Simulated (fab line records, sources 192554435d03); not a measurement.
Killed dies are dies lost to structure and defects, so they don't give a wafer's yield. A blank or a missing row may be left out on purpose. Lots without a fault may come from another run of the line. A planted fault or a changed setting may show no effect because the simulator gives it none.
Which tool did it? | flow n5_finfet | 10 lots, 30 wafers sampled, at 5 steps of a route of 1938

WHAT THE GAUGES READ, wafer by wafer
N5_BEOL_M0_SAQP_INSPECT_42: inspects for defects (brightfield).
lot  | measured     | on                | raw_defect_count
L424 | day 5 22:46  | defect_inspect-02 | 267 277 354
L427 | day 6 18:16  | defect_inspect-01 | 205 280 208
L430 | day 7 10:39  | defect_inspect-01 | 270 261 182
L433 | day 8 02:35  | defect_inspect-02 | 269 278 163
L434 | day 8 15:53  | defect_inspect-02 | 293 329 228
L436 | day 9 00:11  | defect_inspect-01 | 265 165 243
L437 | day 9 02:37  | defect_inspect-02 | 348 312 425
L441 | day 10 05:48 | defect_inspect-01 | 245 198 403
L442 | day 10 10:03 | defect_inspect-02 | 261 301 425
L443 | day 10 14:11 | defect_inspect-01 | 276 373 196

N5_BEOL_M4_RC_MEAS_101.
lot  | measured     | on        | DIBL_N (mV/V)  | DIBL_P (mV/V)  | IOFF_N (nA/um)    | IOFF_P (nA/um)    | ION_N (uA/um) | ION_P (uA/um) | SS_N (mV/dec)  | SS_P (mV/dec)  | VT_N (mV)   | VT_P (mV)
L424 | day 9 10:19  | prober-01 | 36.4 34.4 35.7 | 38.4 36.0 37.3 | 0.172 0.147 0.159 | 0.220 0.183 0.201 | 680 676 680   | 464 466 463   | 71.4 71.8 71.4 | 73.1 73.3 73.2 | 248 251 252 | -247.6 -254.1 -251.3
L427 | day 10 05:55 | prober-01 | 34.3 34.1 35.5 | 35.6 34.4 36.1 | 0.126 0.120 0.141 | 0.196 0.192 0.218 | 674 677 673   | 469 472 472   | 70.8 71.4 71.5 | 72.6 72.4 73.1 | 250 254 248 | -251.6 -249.2 -245.6
L430 | day 10 18:31 | prober-02 | 37.4 37.6 37.8 | 37.3 37.7 37.5 | 0.160 0.155 0.163 | 0.195 0.200 0.206 | 667 667 670   | 455 455 464   | 71.1 71.7 71.4 | 73.6 73.8 73.9 | 248 253 249 | -254.0 -252.8 -251.3
L433 | day 11 17:06 | prober-02 | 37.6 38.0 37.2 | 37.8 38.8 37.7 | 0.163 0.179 0.159 | 0.190 0.210 0.185 | 677 678 670   | 453 461 452   | 72.0 72.1 71.9 | 73.5 73.9 73.5 | 249 250 249 | -252.8 -250.8 -255.0
L434 | day 12 00:41 | prober-02 | 34.5 36.2 36.8 | 34.7 36.8 37.5 | 0.114 0.140 0.153 | 0.184 0.209 0.223 | 654 658 669   | 456 456 466   | 71.6 72.5 72.0 | 72.0 73.3 72.7 | 259 254 254 | -250.2 -248.9 -249.1
L436 | day 12 11:01 | prober-01 | 39.9 36.8 38.7 | 36.8 32.7 35.2 | 0.185 0.114 0.155 | 0.245 0.179 0.214 | 683 657 676   | 464 461 465   | 70.8 70.9 71.2 | 73.8 72.2 73.6 | 248 254 250 | -249.2 -251.9 -249.4
L437 | day 12 14:11 | prober-02 | 34.3 34.9 35.4 | 34.7 35.8 36.5 | 0.131 0.144 0.149 | 0.183 0.193 0.196 | 677 670 668   | 454 459 457   | 71.0 72.1 71.8 | 72.3 73.5 73.2 | 253 251 254 | -253.8 -255.0 -253.3
L441 | day 13 18:05 | prober-02 | 39.0 37.2 37.0 | 37.6 35.8 35.3 | 0.191 0.156 0.150 | 0.251 0.227 0.210 | 683 678 674   | 470 469 462   | 72.0 71.0 71.3 | 73.5 73.2 73.4 | 250 251 253 | -247.7 -247.3 -249.9
L442 | day 13 23:07 | prober-02 | 34.7 34.6 33.9 | 36.0 35.4 34.7 | 0.134 0.130 0.116 | 0.192 0.187 0.168 | 678 661 665   | 465 459 456   | 71.1 71.7 71.0 | 72.3 72.1 72.4 | 252 251 254 | -251.0 -251.1 -252.2
L443 | day 14 03:29 | prober-02 | 35.8 34.8 35.5 | 35.7 34.3 35.9 | 0.152 0.131 0.142 | 0.211 0.188 0.224 | 673 672 673   | 468 465 467   | 71.3 71.2 71.6 | 73.6 73.3 73.2 | 252 251 252 | -248.7 -250.2 -248.7

WHICH TOOL RAN EACH LOT (tool, then ch and the chambers of the sampled wafers, then the start)
lot  | N5_BEOL_M0_SAQP_SPACER1_ALD_98    | N5_BEOL_M0_SAQP_MANDREL2_REMOVE_110 | N5_BEOL_M0_SAQP_COAT_34
L424 | ald_sin-02 ch 2,3, day 5 17:52    | rie_si-03 ch 0,1,2, day 5 22:16     | litho_track-01 ch 0, day 5 22:25
L427 | ald_sin-01 ch 1,3, day 6 15:26    | rie_si-02 ch 1,2,3, day 6 17:45     | litho_track-02 ch 0, day 6 17:55
L430 | ald_sin-01 ch 0,2, day 7 07:14    | rie_si-02 ch 0,1, day 7 10:01       | litho_track-05 ch 0, day 7 10:10
L433 | ald_sin-01 ch 2,3, day 7 23:09    | rie_si-01 ch 0,2, day 8 01:57       | litho_track-05 ch 0, day 8 02:06
L434 | ald_sin-03 ch 0,3, day 8 12:20    | rie_si-02 ch 1,2, day 8 15:23       | litho_track-02 ch 0, day 8 15:32
L436 | ald_sin-02 ch 0,2,3, day 8 19:14  | rie_si-01 ch 1,2,3, day 8 23:32     | litho_track-01 ch 0, day 8 23:41
L437 | ald_sin-02 ch 1,2, day 8 23:08    | rie_si-01 ch 0,2,3, day 9 01:59     | litho_track-05 ch 0, day 9 02:08
L441 | ald_sin-01 ch 0,2,3, day 10 02:39 | rie_si-02 ch 0,2,3, day 10 05:17    | litho_track-05 ch 0, day 10 05:26
L442 | ald_sin-03 ch 0,1,3, day 10 07:10 | rie_si-02 ch 0,2,3, day 10 09:32    | litho_track-02 ch 0, day 10 09:41
L443 | ald_sin-02 ch 1,2,3, day 10 11:15 | rie_si-02 ch 1,2, day 10 13:41      | litho_track-02 ch 0, day 10 13:50
- N5_BEOL_M0_SAQP_SPACER1_ALD_98: deposits SiO2, target thk 12.8 nm, pulse time 1 s, purge time 2 s.
- N5_BEOL_M0_SAQP_MANDREL2_REMOVE_110: chemistry HBr/Cl2/O2, target a-Si, stops on SiCN, bt time 10 s.
- N5_BEOL_M0_SAQP_COAT_34: resist thk 30 nm.

WHAT THE TOOLS THEMSELVES READ (means of the sampled wafers that have a number; where no wafer has one, the mark that the record gives instead)
N5_BEOL_M0_SAQP_SPACER1_ALD_98.
lot  | tool       | heater_power_outer_w (W) | heater_power_w (W) | precursor_pulse_height_rel
L424 | ald_sin-02 | 272                      | 466                | 0.986
L427 | ald_sin-01 | 285                      | 539                | 0.995
L430 | ald_sin-01 | 269                      | 453                | 1.013
L433 | ald_sin-01 | 260                      | 486                | 0.999
L434 | ald_sin-03 | 280                      | 502                | 0.994
L436 | ald_sin-02 | 278                      | 486                | 0.990
L437 | ald_sin-02 | 278                      | 475                | 1.000
L441 | ald_sin-01 | 269                      | 490                | 1.011
L442 | ald_sin-03 | 285                      | 493                | 0.998
L443 | ald_sin-02 | 275                      | 467                | 1.014

N5_BEOL_M0_SAQP_MANDREL2_REMOVE_110.
lot  | tool      | drypump_motor_current_A (A) | mfc_cl2_sccm (sccm) | oes_product_au (a.u.) | throttle_valve_pct (%)
L424 | rie_si-03 | 6.0                         | 79.95               | 0.990                 | 36.49
L427 | rie_si-02 | 6.2                         | 80.10               | 0.995                 | 36.79
L430 | rie_si-02 | 5.7                         | 80.21               | 0.995                 | 36.60
L433 | rie_si-01 | 6.1                         | 80.07               | 0.997                 | 36.80
L434 | rie_si-02 | 6.2                         | 80.00               | 0.997                 | 36.60
L436 | rie_si-01 | 6.1                         | 79.73               | 0.991                 | 36.68
L437 | rie_si-01 | 6.2                         | 80.11               | 0.980                 | 36.83
L441 | rie_si-02 | 6.4                         | 80.00               | 1.010                 | 36.82
L442 | rie_si-02 | 6.4                         | 80.25               | 1.007                 | 36.82
L443 | rie_si-02 | 5.9                         | 80.00               | 0.996                 | 36.58

N5_BEOL_M0_SAQP_COAT_34.
lot  | tool           | spin_speed_rpm (rpm)
L424 | litho_track-01 | 1498.8
L427 | litho_track-02 | 1501.1
L430 | litho_track-05 | 1500.3
L433 | litho_track-05 | 1499.7
L434 | litho_track-02 | 1500.9
L436 | litho_track-01 | 1499.2
L437 | litho_track-05 | 1262.4
L441 | litho_track-05 | 1263.2
L442 | litho_track-02 | 1500.6
L443 | litho_track-02 | 1500.8

THE ANSWER, worked out from the rows above alone
Rule: what is usual is taken from the lots themselves. Put in order of their means at a reading, lots are off if they are a third of the lots or fewer, leave a main group of 4 or more, and stand apart from it by a gap of 3 or more times the standard deviation of the main group's means; of several such gaps the widest counts. A main group whose means are all the same, to the digits that the tables above print for the reading, isn't used. A lot without any number at a reading at which 4 lots or more have one is off too. The other lots that the step has rows for count as sound. The gauges are gone through in route order, then the tools' own readings, and for those a lot's mean is taken as printed above. The first step at which some lot is off is used, and at that step the reading that is off furthest; a lot without a number counts as furthest.
Off: L437, L441, at N5_BEOL_M0_SAQP_COAT_34 (spin_speed_rpm). The main group: mean 1500.2 rpm, standard deviation 0.79.
A tool fits if, at that step or a process step before it, it ran every lot that is off, and no sound lot after the first of them. One fits: litho_track-05 at N5_BEOL_M0_SAQP_COAT_34. Its last sound lot is L433 (day 8 02:06), its first lot that is off L437 (day 9 02:08): a fault that began between those two fits.
The tool's own readings at N5_BEOL_M0_SAQP_COAT_34 bear it out: on the lots that are off they differ by more than 5 times the standard deviation of the sound lots' means. spin_speed_rpm reads 1262.8 rpm there against 1500.2 rpm on the sound lots.

WHAT THE SIMULATOR HAD PUT IN
Process parameter drift: litho_track-05, from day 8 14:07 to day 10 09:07, at N5_BEOL_M0_SAQP_COAT_34. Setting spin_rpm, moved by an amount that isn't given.
Lots struck among those shown: L437, L441. The rule above found the same.
